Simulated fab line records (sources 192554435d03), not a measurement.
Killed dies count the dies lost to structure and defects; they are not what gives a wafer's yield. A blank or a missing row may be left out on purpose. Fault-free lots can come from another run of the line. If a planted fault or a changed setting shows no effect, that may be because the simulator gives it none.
Code-filled problem report in 8D (eight disciplines) form    flow n5Finfet    the parts of the form that need people (team, actions taken, sign-off) are left out

1. THE PROBLEM
headPressurePsi at N5_BEOL_M12_CMP_49 reads a mean of 0.8878 psi on 1 wafer of 1 lot; wafers without a fault read 1.0001 psi with a standard deviation of 0.0024. Measured from the usual mean, that is -47 standard deviations.
The step: polishes, stops on SiOC, t overpolish 20.6 s, target thk 320 nm.
Seen first at day 18 19:05 on cmp-01, wafer L178.5. The record has a number at this step for 36 wafers belonging to 13 lots. Rule for "out", or "out of limits": more than 4 standard deviations from the usual mean. The other wafers with a number count as sound.

2. WHAT IT IS, WHAT IT ISN'T
question                     is                                      is not
which readings at this step  headPressurePsi, barrierFieldEndpointS  motorCurrentA, overpolishRunS, platenRpm
which lots                   L178                                    L163, L164, L165, L166, L170, L171, L172, L174, L177, L181, L184, L185
which wafers of those lots   all that have a number                  -
read on which tools          cmp-01                                  cmp-02, cmp-04
when                         from day 18 19:05                       up to then (23 sound wafers); but 12 sound wafers of L177, L181, L184, L185 came after

3. THE SUSPECTS, EACH WITH WHAT RULES IT OUT
Counting: a tool at a process step up to the reading stays a suspect if it ran every lot that is out and no sound lot after the first of them.
- cmp-01 at N5_BEOL_M12_CMP_49 (polishes, stops on SiOC, t overpolish 20.6 s, target thk 320 nm): kept. It ran the lot that is out, L178 (day 18 19:05), and no sound lot after that; its last sound lot up to then is L172 (day 17 17:55). Its own barrierFieldEndpointS, headPressurePsi readings are out on those wafers.
The count leaves cmp-01 at N5_BEOL_M12_CMP_49.

4. THE CAUSE (what the simulator had put in)
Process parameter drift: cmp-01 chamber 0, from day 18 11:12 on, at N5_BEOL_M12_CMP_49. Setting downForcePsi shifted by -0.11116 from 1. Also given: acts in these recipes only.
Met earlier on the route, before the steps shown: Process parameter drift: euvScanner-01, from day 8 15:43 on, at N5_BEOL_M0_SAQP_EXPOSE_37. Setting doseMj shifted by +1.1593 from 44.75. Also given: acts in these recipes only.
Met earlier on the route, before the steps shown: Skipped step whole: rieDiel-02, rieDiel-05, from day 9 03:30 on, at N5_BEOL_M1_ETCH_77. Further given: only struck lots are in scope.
Only this tool survived the counting.

5. SEQUENCE OF EFFECTS, ordered by route
Each row: a reading where the mean over the struck wafers with a number is more than 3 standard deviations away from the usual. Scope: only readings with a usual standard deviation given in the record; hours: median across lots of the time from each lot's start at the first step in this table that gives one to its start at this step; sigmas: change in usual standard deviations.
hours  step                reading                usual       on struck wafers  change   sigmas
0      N5_BEOL_M12_CMP_49  barrierFieldEndpointS  30.2 s      34.2              +4.0     +5.3
0      N5_BEOL_M12_CMP_49  headPressurePsi        1.0001 psi  0.8878            -0.1123  -47
Its process steps:
- N5_BEOL_M12_CMP_49: polishes, stops on SiOC, t overpolish 20.6 s, target thk 320 nm.
At these later measuring or inspecting steps, every struck wafer for which the step has a row has a number for every such reading, and none has moved that far: N5_BEOL_M12_INSPECT_55.

6. WHAT WOULD HAVE CAUGHT IT SOONER
8 hours passed between the start of the fault at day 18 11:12 and the first reading out of limits in this record, taken at day 18 19:05.
